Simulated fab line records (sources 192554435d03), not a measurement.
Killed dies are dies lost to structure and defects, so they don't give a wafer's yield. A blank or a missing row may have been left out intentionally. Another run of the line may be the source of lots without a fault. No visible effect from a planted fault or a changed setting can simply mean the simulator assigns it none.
fab line records | flow n5-finfet
record lots=7 | wafers=39
route steps=1938 shown DUMMY_GATE@250 SD_EPI_N@293
start-h: hours from the record's opening day to when the first of the lot's shown wafers began | wait-h: time in hours since the lot's previous step | " as in the row above | L1.1+2: several wafers, shown together as one row | - value missing, or start not given | * or withheld: withheld | < > ~ a bound
route shown NAME@n: NAME is a module with steps in the file, n the number in the route of the first one | usual: average and standard deviation across the fault-free wafers | same: alike in all rows | chamber/n: place in a boat | sites: each site's reading | _std_site: their standard deviation | _edge_site: outer sites' mean less inner sites' | radius-mm: how far each site lies from the wafer's centre | mask NAME#n: copy n | behind: tool/chamber where the wafer was last shaped | hold: reason for holding the lot/hours on hold/outcome of the hold | device: the transistor (n, p or np) that didn't switch | end of line: the route-end tests of the same wafers | for a step that has no rows: nothing shown but its recipe | killed: dies that structure and defects cost at the first sort, which is not the same as the wafer's yield | map: shows each die of a wafer: x if killed, . if not, _ if none is there
set.NAME: the run value of the setting; set.NAME@STEP: its run value at that earlier step | model.NAME: the simulator's own value behind a step, which no gauge read
lots with deliberately changed settings; one table per step, one row per wafer
## steps
# step N5_DUMMY_GATE_ETCH_42
# recipe chemistry=CHF3/O2 | target=SiO2 | target-depth-a=35 | time-s=31 | ion-energy-ev=30 | bias-w=12 | pressure-mtorr=30 | source-w=600 | Ar_flow_sccm=200 | CHF3_flow_sccm=50 | O2_flow_sccm=5
# usual rf-vpp-V=42.2/1.1
lot.wafer | tool        | chamber | start-h | wait-h | set.bias-w | rf-vpp-V
L075.1    | rie-diel-02 | 0       | 54.35   | 0.0    | 10.32      | 37.3
L075.2    | "           | 1       | "       | "      | 12         | 42.8
L075.3    | "           | 3       | "       | "      | 10.32      | 37.2
L075.4    | "           | 2       | "       | "      | 10.32      | 37.9
L075.5    | "           | 2       | "       | "      | 12         | 42.0
L075.6    | "           | 1       | "       | "      | 12         | 42.2
L076.2    | rie-diel-02 | 0       | 62.02   | 0.0    | 12         | 42.2
L076.3    | "           | 1       | "       | "      | 12         | 43.6
L076.6    | "           | 0       | "       | "      | 12         | 42.6
L077.1    | rie-diel-04 | 1       | 64.78   | 0.0    | 12.99      | 42.9
L077.2    | "           | 2       | "       | "      | 12.99      | 45.7
L077.3    | "           | 3       | "       | "      | 12         | 41.5
L077.4    | "           | 0       | "       | "      | 12         | 42.5
L077.5    | "           | 2       | "       | "      | 12.99      | 46.7
L077.6    | "           | 1       | "       | "      | 12         | 40.8
L082.1    | rie-diel-03 | 3       | 97.62   | 0.1    | 12         | 41.8
L082.2    | "           | 0       | "       | "      | 12         | 41.1
L082.3    | "           | 2       | "       | "      | 10.54      | 38.1
L082.4    | "           | 1       | "       | "      | 10.54      | 38.0
L082.5    | "           | 2       | "       | "      | 10.54      | 39.7
L082.6    | "           | 3       | "       | "      | 12         | 42.6
L083.1    | rie-diel-02 | 3       | 101.29  | 0.2    | 12         | 41.9
L083.2    | "           | 2       | "       | "      | 12         | 42.0
L083.3    | "           | 0       | "       | "      | 12         | 41.8
L083.4    | "           | 1       | "       | "      | 12         | 42.8
L083.5    | "           | 0       | "       | "      | 12         | 42.0
L083.6    | "           | 1       | "       | "      | 12         | 41.3
L091.1    | rie-diel-04 | 2       | 149.44  | 0.0    | 12.85      | 45.7
L091.2    | "           | 3       | "       | "      | 12         | 41.9
L091.3    | "           | 0       | "       | "      | 12.85      | 45.3
L091.4    | "           | 1       | "       | "      | 12         | 41.8
L091.5    | "           | 0       | "       | "      | 12         | 42.8
L091.6    | "           | 1       | "       | "      | 12.85      | 45.3
L092.1    | rie-diel-03 | 2       | 154.96  | 0.0    | 13.21      | 46.1
L092.2    | "           | 0       | "       | "      | 12         | 43.0
L092.3    | "           | 3       | "       | "      | 12         | 40.7
L092.4    | "           | 3       | "       | "      | 13.21      | 44.2
L092.5    | "           | 0       | "       | "      | 12         | 42.1
L092.6    | "           | 2       | "       | "      | 13.21      | 47.5
# step N5_SD_EPI_N_LINER_46
# recipe material=SiNx | target-thk-a=30 | temp-c=400 | ald-precursor-family=SiH2I2 | ald-co-reactant=N2/H2-plasma | pressure-torr=2
lot.wafer        | tool       | chamber     | start-h | wait-h | set.target-thk-a | model.SiNx_of_SD_EPI_N_LINER_46.thk-nm
L075.1+4+5       | ald-sin-03 | 2,3,0       | 59.44   | 0.2    | 30               | 3
L075.2+3+6       | "          | 0,1,1       | "       | "      | 26.51            | 2.6
L076.2+3+6       | ald-sin-03 | 3,0,3       | 67.53   | 0.3    | 30               | 3
L077.1+2+4       | ald-sin-01 | 2,0,2       | 71.31   | 0.2    | 27.46            | 2.8
L077.3+5+6       | "          | 0,0,2       | "       | "      | 30               | 3
L082.1+3+5       | ald-sin-03 | 3,0,2       | 103.53  | 0.2    | 31.72            | 3.2
L082.2+4+6       | "          | 1,2,1       | "       | "      | 30               | 3
L083.1+3+5       | ald-sin-03 | 0,2,3       | 106.42  | 0.2    | 34.69            | 3.4
L083.2+4+6       | "          | 3,1,0       | "       | "      | 30               | 3
L091.1+2+3+4+5+6 | ald-sin-01 | 1,0,2,2,0,1 | 155.43  | 0.6    | 30               | 3
L092.1+2+5       | ald-sin-03 | 0,2,0       | 160.07  | 0.2    | 30               | 3
L092.3+4+6       | "          | 3,1,3       | "       | "      | 32.68            | 3.2
## key
split step=N5_DUMMY_GATE_ETCH_42 | setting=bias-w | stated=12 | by=wafer
response step=N5_DUMMY_GATE_ETCH_42 | reading=rf-vpp-V | change=+0.354 | per=1% | r=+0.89
split step=N5_SD_EPI_N_LINER_46 | setting=target-thk-a | stated=30 | by=wafer
response step=N5_SD_EPI_N_LINER_46 | reading=model.SiNx_of_SD_EPI_N_LINER_46.thk-nm | change=+0.0275 | per=1% | r=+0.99
